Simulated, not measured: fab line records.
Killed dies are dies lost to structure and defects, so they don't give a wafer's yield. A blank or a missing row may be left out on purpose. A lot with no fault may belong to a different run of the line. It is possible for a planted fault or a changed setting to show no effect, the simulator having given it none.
Which tool is to blame?	flow nandHarc	6 lots with 18 wafers sampled at 5 steps, on a route of 1302 steps

## WHAT EACH GAUGE READ, for each wafer
NHARC_END_SORT_01.
lot	measured	on	defectLimitedYield (%)
L468	day 30 20:20	prober-02	89.1 90.3 91.1

## WHICH TOOL RAN EACH LOT (tool, then ch and the chambers of the sampled wafers, then the start)
lot	NHARC_A_BONDPAD_PVD_17	NHARC_A_BONDPAD_PVD_27	NHARC_THIN_TSV_DESCUM_14	NHARC_THIN_TSV_STRIP_62
L453	pvdSputter-03, day 24 13:05 or earlier	pvdSputter-03, day 24 13:05 or earlier	rieDiel-09 ch 1,2, day 24 13:05	plasmaAsher-01 ch 0,1, day 24 15:34
L458	pvdSputter-03, day 25 00:37 or earlier	pvdSputter-03, day 25 00:37 or earlier	rieDiel-10 ch 1,2,3, day 25 00:37	plasmaAsher-02 ch 0,1, day 25 03:05
L460	pvdSputter-02, day 26 12:45 or earlier	pvdSputter-02, day 26 12:45 or earlier	rieDiel-10 ch 0,1,2, day 26 12:45	plasmaAsher-01 ch 0,1, day 26 15:11
L463	pvdSputter-02, day 28 06:30 or earlier	pvdSputter-02, day 28 06:30 or earlier	rieDiel-13 ch 0,2,3, day 28 06:30	plasmaAsher-02 ch 0,1, day 28 08:57
L467	pvdSputter-01, day 29 10:55 or earlier	pvdSputter-01, day 29 10:55 or earlier	rieDiel-13 ch 1,2,3, day 29 10:55	plasmaAsher-02 ch 0, day 29 13:22
L468	pvdSputter-01, day 30 03:40 or earlier	pvdSputter-01, day 30 03:40 or earlier	rieDiel-09 ch 0,3, day 30 03:40	plasmaAsher-02 ch 0,1, day 30 06:06
- NHARC_A_BONDPAD_PVD_17: deposits TaN, target thk 5 nm, time 8.06 s.
- NHARC_A_BONDPAD_PVD_27: deposits Cu, target thk 30 nm, time 20.49 s.
- NHARC_THIN_TSV_DESCUM_14: chemistry O2, time 3 s.
- NHARC_THIN_TSV_STRIP_62: strips in N2/H2, time 20 s.

## THE ANSWER, worked out from the rows above alone
Rule: the usual values come from the lots themselves. The widest of any qualifying gaps counts: lots, ordered by their means at a reading, are off when they make up no more than a third of the lots, leave a main group of 4 or more, and stand apart from it by 3 or more times the standard deviation of that group's means. A main group is skipped when, at the precision printed for the reading in the tables above, its means are all equal. A lot without any number at a reading at which 4 lots or more have one is off too. Any other lot the step has rows for is counted as sound.
No lot is off at any reading shown: from this, nothing can be told.

## WHAT THE SIMULATOR HAD INSERTED
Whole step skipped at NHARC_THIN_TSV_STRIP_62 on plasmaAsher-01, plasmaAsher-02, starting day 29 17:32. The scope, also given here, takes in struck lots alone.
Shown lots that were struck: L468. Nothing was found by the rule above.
